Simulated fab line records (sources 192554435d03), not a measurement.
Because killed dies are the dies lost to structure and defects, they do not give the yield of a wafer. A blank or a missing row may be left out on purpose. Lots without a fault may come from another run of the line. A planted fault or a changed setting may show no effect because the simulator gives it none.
fab line records    flow n5Finfet
record: lots: 5  wafers: 15  lastDay: 16
route steps=1938 shown SD_EPI_N@276 SD_EPI_P@295 SD_ACTIVATION@332 BEOL_M4@1111 PASSIVATION@1936
lots with no fault: from the same line, run without faults
startH: start of the lot's first displayed wafer, in hours after the record's first day    waitH: hours from the lot's prior step to this one    " repeats the value in the row above    L1.1+2: several wafers, shown together as one row    - value missing, or start not given    * or withheld: withheld    < > ~ a bound
route shown NAME@n: NAME is a module with steps in the file, n the number in the route of the first one    usual: mean and standard deviation over wafers with no fault    same: alike in all rows    chamber/n: place in a boat    sites: readings site by site    _std_site: their standard deviation    _edge_site: outer sites' mean less inner sites'    radiusMm: for every site, how far away it sits from the centre of the wafer    mask NAME#n: copy n    behind: the tool/chamber that last shaped the wafer    hold: why the lot was held/for how many hours/how that ended    device: whichever transistor did not switch (one of n, p or np)    end of line: at the end of the route, the tests of the same wafers    step lacking rows: just its recipe    killed: dies lost to structure and defects at the first sort, not the wafer's yield    map: a wafer's dies, x killed, . not, _ none there
set.NAME: setting as actually run; set.NAME@STEP: the setting as run at that earlier step    model.NAME: the simulator's own value behind a step, which no gauge read
certain route steps with their lots: each step a table, each wafer a row
== steps ==
step: N5_SD_EPI_N_STRIP_36
recipe: chemistry: N2/H2  tempC: 40  n2FlowSccm: 200  h2FlowSccm: 200  rfFrequencyHz: 6e+07
step: N5_SD_EPI_N_ETCHBACK_44
recipe: chemistry: CH3F/O2  mode: anisotropicEtchback  target: SiNx  targetDepthA: 145  stopOn: SiO2  overEtchFrac: 0.3  ionEnergyEv: 120  pressureMtorr: 30  sourceW: 395  biasW: 73  Ar_flow_sccm: 150  CH3F_flow_sccm: 30  O2_flow_sccm: 20
step: N5_SD_EPI_N_ETCH_45
recipe: chemistry: CH3F/O2  target: SiOCN  targetDepthA: 60  maskMaterial: SOC  ionEnergyEv: 60  biasW: 29  pressureMtorr: 15  sourceW: 410  Ar_flow_sccm: 150  CH3F_flow_sccm: 30  O2_flow_sccm: 20
step: N5_SD_EPI_N_ETCH_16
recipe: chemistry: CHF3/O2  target: SiO2  targetDepthA: 50  maskMaterial: SOC  pressureMtorr: 30  sourceW: 650  biasW: 170  Ar_flow_sccm: 200  CHF3_flow_sccm: 50  O2_flow_sccm: 5  ionEnergyEv: 200
step: N5_SD_EPI_N_STRIP_47
recipe: chemistry: CHF3/O2  resist: SiARC  rfFrequencyHz: 6e+07
step: N5_SD_EPI_N_SD_RECESS_17
recipe: chemistry: HBr/Cl2/O2  targetDepthA: 410  maskMaterial: SOC  timeS: 23.7  btTimeS: 3  pressureMtorr: 10  icpW: 800  biasW: 112  HBr_flow_sccm: 150  Cl2_flow_sccm: 80  O2_flow_sccm: 12
step: N5_SD_EPI_N_STRIP_38
recipe: chemistry: N2/H2  powerW: 1000  tempC: 250  h2Frac: 0.65  overashFraction: 0.3  pressureMtorr: withheld  n2FlowSccm: 1750  h2FlowSccm: 3250
step: N5_SD_EPI_N_WET_ETCH_43
recipe: chemistry: dHF  dilution: withheld  timeS: 14  target: SiO2  targetDepthA: 15  tempC: 25
step: N5_SD_EPI_N_STRIP_18
recipe: chemistry: SPM  timeS: 750  tempC: 130  h2so4H2o2VolRatio: 4
step: N5_SD_EPI_N_SRD_20
recipe: dry: ipaMarangoni  doPpb: 5  timeS: 30  tempC: 23  rinseLiquid: diw
step: N5_SD_EPI_N_PRECLEAN_48
recipe: chemistry: NF3:NH3  afsCycles: 2  tempC: 30  timeS: 20  sublimationTempC: 180  sublimationTimeS: 60  pressureTorr: 3  rfPowerW: 30
step: N5_SD_EPI_N_VAPOR_ETCH_50
recipe: chemistry: HCl  target: Si  tempC: 775  timeS: 54  pressureTorr: 20  mode: isotropic
step: N5_SD_EPI_N_EPI_21
recipe: material: Si:P  dopant: P  tempC: 680  pressureTorr: 255  timeS: 690
lot.wafer   tool         chamber  startH  waitH
L504.3+4+6  epiRpcvd-02  0        77.73   0.7
L512.1+4+5  epiRpcvd-03  0        126.50  0.2
L513.3+4+6  epiRpcvd-02  0        130.81  0.7
L515.3+4+5  epiRpcvd-02  0        140.95  0.9
L518.1+4+5  epiRpcvd-02  0        157.05  0.1
step: N5_SD_EPI_N_PRECLEAN_24
recipe: chemistry: O3/DIW  timeS: 60  tempC: 22  o3Ppm: 10
step: N5_SD_EPI_N_SRD_25
recipe: timeS: 30  tempC: 23  rinseLiquid: diw  dry: ipaMarangoni
step: N5_SD_EPI_N_PRECLEAN_49
recipe: chemistry: NF3:NH3  afsCycles: 1  tempC: 30  timeS: 20  sublimationTempC: 180  sublimationTimeS: 60  pressureTorr: 3  rfPowerW: 30
step: N5_SD_EPI_N_LINER_46
recipe: material: SiNx  targetThkA: 30  tempC: 400  aldPrecursorFamily: SiH2I2  aldCoReactant: N2/H2-plasma  pressureTorr: 2
step: N5_SD_EPI_P_COAT_34
recipe: resist: SOC  tempC: 250  timeS: 60  spinRpm: 1500  resistThkNm: 350
step: N5_SD_EPI_P_COAT_35
recipe: resist: SiARC  tempC: 220  timeS: 60  spinRpm: 1500  resistThkNm: 35
step: N5_SD_EPI_P_COAT_03
recipe: resist: CAR-ArF-block  spinRpm: 1500  resistThkNm: 150
step: N5_SD_EPI_P_EBR_05
recipe: solvent: PGMEA  ebrWidthMm: 1.5
step: N5_SD_EPI_P_SOFTBAKE_04
recipe: tempC: 110  timeS: 60  resist: CAR-ArF-block
step: N5_SD_EPI_P_EXPOSE_06
recipe: maskId: SD_P_BLK  na: 1.35  sourceShape: conventional  sigmaOuter: 0.8  polarization: unpolarized  targetCdNm: 240  doseMj: 39.5
step: N5_SD_EPI_P_PEB_07
recipe: pebTempC: 110  pebTimeS: 60  resist: CAR-ArF-block
step: N5_SD_EPI_P_DEVELOP_08
recipe: developTimeS: 30  developer: TMAH  resist: CAR-ArF-block  devTempC: 23  rinseLiquid: diw  dry: airSpin
step: N5_SD_EPI_P_DESCUM_14
recipe: chemistry: O2  timeS: 7.9  sourcePowerW: 50  biasPowerW: 20  pressureMtorr: 20  rfFrequencyHz: 2.712e+07  tempC: 40  resist: CAR-ArF-block  o2FlowSccm: 225
step: N5_SD_EPI_P_ETCH_36
recipe: chemistry: CF4  target: SiARC  targetDepthA: 455  maskMaterial: CAR-ArF-block  timeS: 75.8  ionEnergyEv: 80  pressureMtorr: 40  sourceW: 545  biasW: 36  Ar_flow_sccm: 100  cf4FlowSccm: 100  ends: cleared
step: N5_SD_EPI_P_ETCH_37
recipe: chemistry: N2/H2  target: SOC  overetchA: 1080  maskMaterial: SiARC  tempC: 40  ionEnergyEv: 100  sourceW: 3000  biasW: 133  pressureMtorr: 20  timeS: 486  n2FlowSccm: 200  h2FlowSccm: 200  ends: endPoint
step: N5_SD_EPI_P_STRIP_38
recipe: chemistry: N2/H2  tempC: 40  n2FlowSccm: 200  h2FlowSccm: 200  rfFrequencyHz: 6e+07
step: N5_SD_EPI_P_ETCHBACK_46
recipe: chemistry: CH3F/O2  mode: anisotropicEtchback  target: SiNx  targetDepthA: 175  stopOn: SiO2  overEtchFrac: 0.3  ionEnergyEv: 120  pressureMtorr: 30  sourceW: 395  biasW: 73  Ar_flow_sccm: 150  CH3F_flow_sccm: 30  O2_flow_sccm: 20
step: N5_SD_EPI_P_ETCH_47
recipe: chemistry: CH3F/O2  target: SiOCN  targetDepthA: 250  maskMaterial: SOC  ionEnergyEv: 60  biasW: 29  pressureMtorr: 30  sourceW: 410  Ar_flow_sccm: 150  CH3F_flow_sccm: 30  O2_flow_sccm: 20
step: N5_SD_EPI_P_ETCH_16
recipe: chemistry: CHF3/O2  target: SiO2  targetDepthA: 50  maskMaterial: SOC  pressureMtorr: 30  sourceW: 650  biasW: 170  Ar_flow_sccm: 200  CHF3_flow_sccm: 50  O2_flow_sccm: 5  ionEnergyEv: 200
step: N5_SD_EPI_P_STRIP_50
recipe: chemistry: CHF3/O2  resist: SiARC  rfFrequencyHz: 6e+07
step: N5_SD_EPI_P_SD_RECESS_17
recipe: chemistry: HBr/Cl2/O2  targetDepthA: 391  btTimeS: 3  pressureMtorr: 10  icpW: 800  biasW: 112  HBr_flow_sccm: 150  Cl2_flow_sccm: 80  O2_flow_sccm: 12
step: N5_SD_EPI_P_WET_ETCH_45
recipe: chemistry: dHF  dilution: withheld  timeS: 10.7  target: SiO2  targetDepthA: 20  tempC: 25  dry: ipaMarangoni  rinseTimeS: 30  rinseTempC: 23
step: N5_SD_EPI_P_STRIP_40
recipe: chemistry: N2/H2  powerW: 1000  tempC: 250  h2Frac: 0.65  overashFraction: 0.3  pressureMtorr: withheld  n2FlowSccm: 1750  h2FlowSccm: 3250
step: N5_SD_EPI_P_PRECLEAN_52
recipe: chemistry: O3/DIW  timeS: 60  tempC: 22  o3Ppm: 10
step: N5_SD_ACTIVATION_RS_MEAS_03
recipe: thkMeasGauge: four-point-probe
usual: RS_SD_N: 21.95/0.28  RS_SD_P: 56.1/0.84
lot.wafer  tool          chamber  startH  waitH  RS_SD_N[ohm/sq]  RS_SD_P[ohm/sq]
L504.3     filmMetro-01  -        84.50   0.2    21.23            56.2
L504.4     "             -        "       "      21.48            56.8
L504.6     "             -        "       "      21.61            55.5
L512.1     filmMetro-02  -        135.11  0.2    21.70            55.5
L512.4     "             -        "       "      22.37            54.5
L512.5     "             -        "       "      21.86            54.4
L513.3     filmMetro-02  -        137.24  0.2    22.75            56.9
L513.4     "             -        "       "      22.58            56.2
L513.6     "             -        "       "      22.72            56.4
L515.3     filmMetro-01  -        147.87  0.2    23.02            54.4
L515.4     "             -        "       "      22.82            54.5
L515.5     "             -        "       "      22.62            53.7
L518.1     filmMetro-02  -        164.39  0.2    23.11            56.9
L518.4     "             -        "       "      22.81            55.5
L518.5     "             -        "       "      22.82            56.6
step: N5_BEOL_M4_RC_MEAS_101
usual: DIBL_N: 36.9/1.7  DIBL_P: 37.3/2.3  IOFF_N: 0.16/0.033  IOFF_P: 0.22/0.04  ION_N: 673/12  ION_P: 463/8  RC_N: 15.6/0.32  REXT_N: 75.2/1.8  RS_SD_N: 28.5/0.37  SS_N: 71.6/0.58  SS_P: 73.4/0.74  VT_N: 250/3.2  VT_P: -250/3.4
lot.wafer  tool       chamber  startH  waitH  DIBL_N[mV/V]  DIBL_P[mV/V]  IOFF_N[nA/um]  IOFF_P[nA/um]  ION_N[uA/um]  ION_P[uA/um]  RC_N[ohm.um]  REXT_N[ohm.um]  RS_SD_N[ohm/sq]  SS_N[mV/dec]  SS_P[mV/dec]  VT_N[mV]  VT_P[mV]
L504.3     prober-01  0        194.39  0.3    38.2          37.0          0.18           0.21           661           454           15.4          73.7            27.6             71.8          72.5          250       -253
L504.4     "          0        "       "      38.1          36.8          0.17           0.21           685           463           15.3          73.3            28.0             72.0          73.0          248       -250
L504.6     "          0        "       "      39.0          38.8          0.20           0.26           692           469           15.5          73.8            28.2             72.7          74.0          247       -249
L513.3     prober-01  0        254.86  0.3    34.6          34.4          0.13           0.18           675           461           16.1          77.5            29.5             71.3          73.0          254       -251
L513.4     "          0        "       "      37.4          38.5          0.16           0.24           667           465           16.3          79.0            29.7             72.1          73.7          248       -247
L513.6     "          0        "       "      35.3          37.5          0.14           0.23           665           471           16.2          78.8            29.4             71.4          73.7          250       -251
L512.1     prober-01  0        256.26  0.0    38.4          38.4          0.19           0.28           691           477           15.8          74.2            28.6             72.0          74.0          249       -243
L512.4     "          0        "       "      37.3          37.0          0.17           0.27           687           475           15.4          75.3            28.7             71.6          72.9          249       -244
L512.5     "          0        "       "      37.9          37.8          0.17           0.29           674           468           15.7          75.2            28.2             71.4          73.8          250       -242
L515.3     prober-01  0        262.24  0.3    37.2          40.4          0.16           0.26           661           466           16.5          81.7            29.6             72.0          73.9          251       -248
L515.4     "          0        "       "      36.5          38.3          0.14           0.22           649           455           16.3          80.9            29.6             71.9          73.1          253       -252
L515.5     "          0        "       "      35.3          37.0          0.11           0.19           647           462           16.4          81.1            29.4             71.9          73.1          259       -251
L518.1     prober-01  0        271.79  0.0    31.7          30.3          0.08           0.14           643           454           16.8          80.9            29.9             69.9          71.5          258       -254
L518.4     "          0        "       "      33.7          32.6          0.10           0.17           659           463           16.4          80.5            29.7             70.6          72.6          257       -248
L518.5     "          0        "       "      36.3          35.4          0.12           0.19           666           464           16.7          80.7            29.8             71.4          73.2          255       -250
step: N5_PASSIVATION_PROBE_49
usual: defectLimitedYield: 91.2/1.3  killed_at_M0_to_M3: 34/10  killed_at_M4_up: 13/4.6  killedAtContacts: 13/5.5  killedAtFrontEnd: 41/12  killedAtOther: 2.8/2.4  killedDies: 104/16  killedOnRim: 14/4.2  killedOpen: 67/12  killedShort: 33/7.2  sort_bin_5_function: 5.1/0.86  sort_bin_6_memory: 3.3/0.62  sort_bin_8_speed: 0.00/0.014  sortNPass: 1076/16  sortYieldPct: 91.2/1.3
same: grossDies: 1180  killedAtBackSide: 0  sort_bin_4_leakage[%]: 0
lot.wafer  tool       chamber  startH  waitH  defectLimitedYield[%]  killed_at_M0_to_M3  killed_at_M4_up  killedAtContacts  killedAtFrontEnd  killedAtOther  killedDies  killedOnRim  killedOpen  killedShort  sort_bin_5_function[%]  sort_bin_6_memory[%]  sort_bin_8_speed[%]  sortNPass  sortYieldPct[%]
L504.3     prober-02  -        301.96  0.1    91.3                   36                  10               12                38                7              103         13           69          31           5.5                     3.0                   0                    1077       91.3
L504.4     prober-02  -        302.01  0.2    91.0                   41                  8                24                30                3              106         10           73          30           5.2                     3.1                   0                    1074       91.0
L504.6     prober-02  -        302.11  0.3    90.7                   38                  13               14                43                2              110         18           70          37           5.0                     4.1                   0                    1070       90.7
L512.1     prober-02  -        364.53  0.0    93.1                   30                  11               13                27                1              82          12           46          32           3.9                     2.7                   0                    1098       93.1
L512.4     prober-02  -        364.68  0.2    92.0                   32                  10               8                 42                2              94          7            62          28           5.0                     2.5                   0                    1086       92.0
L512.5     prober-02  -        364.73  0.2    90.6                   49                  8                12                40                2              111         12           59          49           6.1                     2.6                   0                    1069       90.6
L518.1     prober-02  -        368.44  0.0    89.4                   63                  19               14                27                2              125         10           72          44           6.2                     4.1                   0.25                 1052       89.2
L518.4     prober-02  -        368.59  0.2    90.2                   46                  15               17                37                1              116         16           71          42           6.0                     3.3                   0                    1064       90.2
L518.5     prober-02  -        368.64  0.2    91.4                   33                  19               13                35                1              101         8            57          31           5.0                     3.0                   0                    1079       91.4
L515.3     prober-01  -        369.82  0.1    89.1                   49                  5                17                54                4              129         21           82          42           6.1                     4.1                   0                    1051       89.1
L515.4     prober-01  -        369.87  0.2    91.0                   25                  4                12                61                4              106         12           57          42           4.8                     3.6                   0                    1074       91.0
L515.5     prober-01  -        369.92  0.2    88.8                   39                  11               19                54                9              132         20           83          41           7.3                     3.7                   0                    1048       88.8
L513.3     prober-01  -        376.11  0.1    91.4                   18                  11               11                56                5              101         14           62          29           5.0                     2.9                   0                    1079       91.4
L513.4     prober-01  -        376.16  0.2    91.3                   32                  12               7                 46                6              103         11           53          42           5.0                     3.1                   0                    1077       91.3
L513.6     prober-01  -        376.26  0.3    91.3                   19                  10               13                61                0              103         24           59          35           4.5                     3.6                   0                    1077       91.3
killed by level:class
L504.3 STI_FIN_REVEAL:geometricParticle:open=14 BEOL_M3:geometricParticle:open=10 FIN_SAQP:geometricParticle:short=9 MOL_CONTACT_COAG:geometricParticle:open=9 BEOL_M2:geometricParticle:open=8 DUMMY_GATE:geometricParticle:open=5 BEOL_M0_SAQP:geometricParticle:open=4 BEOL_M1:geometricParticle:open=4
L504.4 MOL_CONTACT_COAG:geometricParticle:open=19 BEOL_M1:geometricParticle:open=9 BEOL_M2:geometricParticle:open=8 BEOL_M3:geometricParticle:open=8 STI_FIN_REVEAL:geometricParticle:open=7 MOL_CONTACT_COAG:geometricParticle:short=5 BEOL_M0_SAQP:geometricParticle:open=5 GATE_CUT:geometricParticle:short=4
L504.6 FIN_SAQP:geometricParticle:short=13 STI_FIN_REVEAL:geometricParticle:open=10 MOL_CONTACT_COAG:geometricParticle:open=10 BEOL_M2:geometricParticle:open=10 BEOL_M3:geometricParticle:open=9 DUMMY_GATE:geometricParticle:open=8 BEOL_M0_SAQP:geometricParticle:open=6 BEOL_M3:geometricParticle:short=5
L512.1 BEOL_M3:geometricParticle:open=10 MOL_CONTACT_COAG:geometricParticle:open=8 BEOL_M0_SAQP:geometricParticle:short=8 GATE_CUT:geometricParticle:short=5 MOL_CONTACT_COAG:geometricParticle:short=5 BEOL_M1:geometricParticle:open=5 BEOL_M4:geometricParticle:open=4 STARTING-WAFER:geometricParticle:short=4
L512.4 GATE_CUT:geometricParticle:short=11 BEOL_M0_SAQP:geometricParticle:open=10 BEOL_M3:geometricParticle:open=10 GATE_CUT:geometricParticle:open=8 MOL_CONTACT_COAG:geometricParticle:open=8 BEOL_M4:geometricParticle:open=6 BEOL_M0_SAQP:geometricParticle:short=4 FIN_SAQP:geometricParticle:open=3
L512.5 BEOL_M0_SAQP:geometricParticle:short=20 BEOL_M3:geometricParticle:open=11 BEOL_M0_SAQP:geometricParticle:open=10 FIN_SAQP:geometricParticle:short=9 MOL_CONTACT_COAG:geometricParticle:open=9 GATE_CUT:geometricParticle:short=6 GATE_CUT:geometricParticle:open=6 FIN_SAQP:geometricParticle:open=5
L518.1 BEOL_M0_SAQP:geometricParticle:open=19 BEOL_M0_SAQP:geometricParticle:short=18 BEOL_M4:geometricParticle:open=10 MOL_CONTACT_COAG:geometricParticle:open=7 BEOL_M1:geometricParticle:open=7 BEOL_M2:geometricParticle:open=6 STI_FIN_REVEAL:geometricParticle:open=5 DUMMY_GATE:geometricParticle:open=5
L518.4 DUMMY_GATE:geometricParticle:open=12 BEOL_M1:geometricParticle:open=11 MOL_CONTACT_COAG:geometricParticle:open=10 BEOL_M0_SAQP:geometricParticle:open=9 MOL_CONTACT_COAG:geometricParticle:short=7 BEOL_M0_SAQP:geometricParticle:short=7 BEOL_M3:geometricParticle:open=6 BEOL_M1:geometricParticle:short=5
L518.5 BEOL_M1:geometricParticle:open=13 BEOL_M4:geometricParticle:open=9 BEOL_M0_SAQP:geometricParticle:open=9 MOL_CONTACT_COAG:geometricParticle:open=7 FIN_SAQP:geometricParticle:short=5 BEOL_M0_SAQP:geometricParticle:short=5 STI_FIN_REVEAL:geometricParticle:open=4 DUMMY_GATE:geometricParticle:open=4
L515.3 FIN_SAQP:geometricParticle:open=17 BEOL_M0_SAQP:geometricParticle:open=17 BEOL_M0_SAQP:geometricParticle:short=14 MOL_CONTACT_COAG:geometricParticle:open=13 STI_FIN_REVEAL:geometricParticle:open=8 DUMMY_GATE:geometricParticle:open=7 FIN_SAQP:geometricParticle:short=6 BEOL_M0:geometricParticle:open=6
L515.4 FIN_SAQP:geometricParticle:open=22 FIN_SAQP:geometricParticle:short=11 STI_FIN_REVEAL:geometricParticle:open=9 BEOL_M0_SAQP:geometricParticle:short=8 MOL_CONTACT_COAG:geometricParticle:open=7 BEOL_M2:geometricParticle:open=5 BEOL_M0_SAQP:geometricParticle:open=5 MOL_CONTACT_COAG:geometricParticle:short=5
L515.5 FIN_SAQP:geometricParticle:open=20 FIN_SAQP:geometricParticle:short=16 MOL_CONTACT_COAG:geometricParticle:open=15 BEOL_M0_SAQP:geometricParticle:open=11 BEOL_M2:geometricParticle:open=10 BEOL_M0_SAQP:geometricParticle:short=7 STI_FIN_REVEAL:geometricParticle:open=5 BEOL_M1:geometricParticle:open=4
L513.3 FIN_SAQP:geometricParticle:open=19 MOL_CONTACT_COAG:geometricParticle:open=10 GATE_CUT:geometricParticle:short=8 BEOL_M2:geometricParticle:open=7 HKMG_FIN:areaEtch=6 FIN_SAQP:geometricParticle:short=5 BEOL_M4:geometricParticle:open=5 STI_FIN_REVEAL:geometricParticle:open=4
L513.4 FIN_SAQP:geometricParticle:open=13 BEOL_M3:geometricParticle:short=9 FIN_SAQP:geometricParticle:short=8 GATE_CUT:geometricParticle:short=7 DUMMY_GATE:geometricParticle:open=5 MOL_CONTACT_COAG:geometricParticle:open=5 BEOL_M1:geometricParticle:open=5 BEOL_M2:geometricParticle:open=4
L513.6 FIN_SAQP:geometricParticle:open=18 MOL_CONTACT_COAG:geometricParticle:open=9 FIN_SAQP:geometricParticle:short=7 GATE_CUT:geometricParticle:short=6 GATE_CUT:geometricParticle:open=5 BEOL_M3:geometricParticle:short=5 HKMG_FIN:areaEtch=5 FIN_CUT:geometricParticle:open=4
== key ==
firstSign: step: N5_SD_ACTIVATION_RS_MEAS_03  reading: RS_SD_N  direction: up  sigmas: 3.1  usual: 21.95  struck: 22.80
effect: step: N5_BEOL_M4_RC_MEAS_101  reading: RS_SD_N  direction: up  sigmas: 3.2  usual: 28.5  struck: 29.6
effect: step: N5_BEOL_M4_RC_MEAS_101  reading: REXT_N  direction: up  sigmas: 2.7  usual: 75.2  struck: 80.1
effect: step: N5_BEOL_M4_RC_MEAS_101  reading: RC_N  direction: up  sigmas: 2.5  usual: 15.6  struck: 16.4
effect: step: N5_BEOL_M4_RC_MEAS_101  reading: ION_N  direction: down  sigmas: 1.2  usual: 673  struck: 659
metAt N5_SD_EPI_N_EPI_21
struckWafers L513.3,L513.4,L513.6,L515.3,L515.4,L515.5,L518.1,L518.4,L518.5
onsetBetween 77.73 130.81
alsoFits time
fault: kind: processParameterDrift  tool: epiRpcvd-02  chamber: -  onsetH: 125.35  steps: N5_SD_EPI_N_EPI_21  channel: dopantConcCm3  offset: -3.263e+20  shape: step  endH: 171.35  actsIn: theseRecipesOnly  stated: 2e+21
